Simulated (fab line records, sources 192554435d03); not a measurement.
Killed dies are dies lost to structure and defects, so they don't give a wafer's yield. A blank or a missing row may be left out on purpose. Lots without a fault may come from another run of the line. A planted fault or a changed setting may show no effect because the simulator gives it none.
Chamber matching | flow n5_finfet | N5_BEOL_M11_STRIP_36 on rie_diel-01: 4 sister chambers
The step strips in N2/H2. 16 wafers are shown with their chamber, then 8 later ones without.

WAFERS WITH THEIR CHAMBER
wafer  | chamber | drypump_motor_current_A (A) | throttle_valve_pct (%) | showerhead_plenum_p_Torr (Torr)
L074.3 | 2       | 5.7                         | 23.9                   | 2.47
L074.5 | 0       | 5.6                         | 23.1                   | 2.57
L074.6 | 1       | 6.6                         | 23.2                   | 2.39
L075.2 | 1       | 6.6                         | 23.3                   | 2.39
L075.4 | 2       | 5.7                         | 23.9                   | 2.47
L075.6 | 1       | 6.6                         | 23.2                   | 2.39
L078.1 | 3       | 6.6                         | 24.0                   | 2.64
L078.5 | 1       | 6.6                         | 23.2                   | 2.39
L078.6 | 0       | 5.6                         | 23.1                   | 2.57
L084.2 | 3       | 6.6                         | 24.1                   | 2.63
L084.3 | 2       | 5.7                         | 23.5                   | 2.47
L084.4 | 3       | 6.6                         | 24.1                   | 2.63
L087.1 | 2       | 5.7                         | 23.5                   | 2.47
L087.4 | 0       | 5.5                         | 23.1                   | 2.56
L087.5 | 0       | 5.5                         | 23.1                   | 2.56
L093.1 | 1       | 6.6                         | 23.1                   | 2.70

SIGNATURES (means of the wafers above)
reading                  | chamber 0 | chamber 1 | chamber 2 | chamber 3 | scatter within a chamber
drypump_motor_current_A  | 5.550     | 6.600     | 5.700     | 6.600     | 0.0289
throttle_valve_pct       | 23.100    | 23.200    | 23.700    | 24.067    | 0.125
showerhead_plenum_p_Torr | 2.5650    | 2.4520    | 2.4700    | 2.6333    | 0.0801
Rule: a wafer's distance from a chamber is the root of the sum, over the readings, of the square of ((its reading less the chamber's mean) divided by the reading's scatter). The wafer belongs to the nearest chamber; if the next one is less than 2 further off, it can't be placed. The scatter: the root of (the sum of the squares of (reading less its chamber's mean) over the shown wafers, divided by (wafers less chambers)).

WAFERS WITHOUT THEIR CHAMBER
wafer  | drypump_motor_current_A (A) | throttle_valve_pct (%) | showerhead_plenum_p_Torr (Torr)
L093.4 | 6.6                         | 24.1                   | 2.62
L093.6 | 6.6                         | 23.1                   | 2.70
L095.3 | 5.5                         | 23.2                   | 2.55
L095.5 | 5.7                         | 23.5                   | 2.46
L095.6 | 6.6                         | 23.2                   | 2.69
L097.1 | 5.7                         | 23.5                   | 2.46
L097.5 | 5.7                         | 23.6                   | 2.46
L097.6 | 5.5                         | 23.2                   | 2.55

WHICH CHAMBER EACH WENT THROUGH
wafer  | from the rows above | in truth
L093.4 | 3                   | 3
L093.6 | 1                   | 1
L095.3 | 0                   | 0
L095.5 | 2                   | 2
L095.6 | 1                   | 1
L097.1 | 2                   | 2
L097.5 | 2                   | 2
L097.6 | 0                   | 0
Placed correctly: 8 of 8. Can't be placed from these rows: 0. Placed wrongly: 0.
